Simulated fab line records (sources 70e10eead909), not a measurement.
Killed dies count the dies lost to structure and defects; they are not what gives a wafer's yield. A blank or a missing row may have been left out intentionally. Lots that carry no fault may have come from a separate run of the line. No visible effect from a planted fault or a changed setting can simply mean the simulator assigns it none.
Which tool did it? -- flow nandHarc -- 6 lots with 18 wafers sampled at 5 steps, on a route of 1302 steps

== WHAT THE GAUGES READ, wafer by wafer ==
NHARC_END_SORT_01.
lot,measured,on,killedAtPeriphery
L180,day 25 14:16,prober-01,0 4 0
L181,day 26 01:07,prober-02,4 4 3
L184,day 26 23:56,prober-01,3 4 2
L186,day 28 05:26,prober-01,1 11 4
L191,day 30 02:23,prober-02,621 5 2
L198,day 32 17:53,prober-01,6 4 11

== EACH LOT AND THE TOOL THAT RAN IT (in order: tool; ch and the chambers of the sampled wafers; start) ==
lot,NHARC_P_M0_DEP_00,NHARC_THIN_TSV_ETCH_44,NHARC_THIN_TSV_DEP_47,NHARC_THIN_TSV_DEGAS_49
L180,"pecvd-04 ch 0,1,2, day 6 20:53","rieDiel-13 ch 1,2,3, day 24 23:19","pecvd-01 ch 0,1, day 25 00:52","pvdSputter-01, day 25 01:47"
L181,"pecvd-04 ch 1,2, day 7 13:37","rieDiel-02 ch 0,2,3, day 25 09:24","pecvd-01 ch 0,2, day 25 10:59","pvdSputter-03, day 25 11:56"
L184,"pecvd-04 ch 0,1,2, day 8 15:55","rieDiel-01 ch 0,1,2, day 26 10:23","pecvd-01 ch 0,1,2, day 26 11:55","pvdSputter-02, day 26 12:51"
L186,"pecvd-01 ch 0,2, day 9 11:37","rieDiel-13 ch 0,2,3, day 27 14:33","pecvd-01 ch 0,1,2, day 27 16:11","pvdSputter-01, day 27 17:08"
L191,"pecvd-04 ch 0,2, day 11 07:08","rieDiel-13 ch 0,3, day 29 11:35","pecvd-04 ch 1, day 29 13:10","pvdSputter-03, day 29 14:07"
L198,"pecvd-04 ch 0,2, day 14 15:47","rieDiel-01 ch 2,3, day 32 02:39","pecvd-03 ch 0,1, day 32 04:25","pvdSputter-03, day 32 05:21"
- NHARC_P_M0_DEP_00: deposits SiOC, target thk 150 nm.
- NHARC_THIN_TSV_ETCH_44: etches the open film in CF4/O2, target depth 1594.2 nm, time 797.1 s.
- NHARC_THIN_TSV_DEP_47: deposits SiO2, target thk 200 nm.
- NHARC_THIN_TSV_DEGAS_49: time 120 s.

== THE ANSWER, worked out from the rows above alone ==
Rule: the usual values come from the lots themselves. Put in order of their means at a reading, lots are off if they are a third of the lots or fewer, leave a main group of 4 or more, and stand apart from it by a gap of 3 or more times the standard deviation of the main group's means; of several such gaps the widest counts. The tables above print the reading to a certain number of digits; a main group whose means all agree to those digits is not used. Also off: a lot with no number at a reading for which 4 or more lots have one. The other lots that the step has rows for count as sound.
Off at NHARC_END_SORT_01 (killedAtPeriphery): L191. The main group has a mean of 4.1 with a standard deviation of 1.9.
If a tool, at a process step before that reading, ran all the lots that are off and no sound lot after the first of them, it fits. The gauges at NHARC_END_SORT_01 are tried like those tools. Can't be told from this: 3 tools fit, rieDiel-13 at NHARC_THIN_TSV_ETCH_44, pecvd-04 at NHARC_THIN_TSV_DEP_47, prober-02 at NHARC_END_SORT_01.

== WHAT THE SIMULATOR PUT IN ==
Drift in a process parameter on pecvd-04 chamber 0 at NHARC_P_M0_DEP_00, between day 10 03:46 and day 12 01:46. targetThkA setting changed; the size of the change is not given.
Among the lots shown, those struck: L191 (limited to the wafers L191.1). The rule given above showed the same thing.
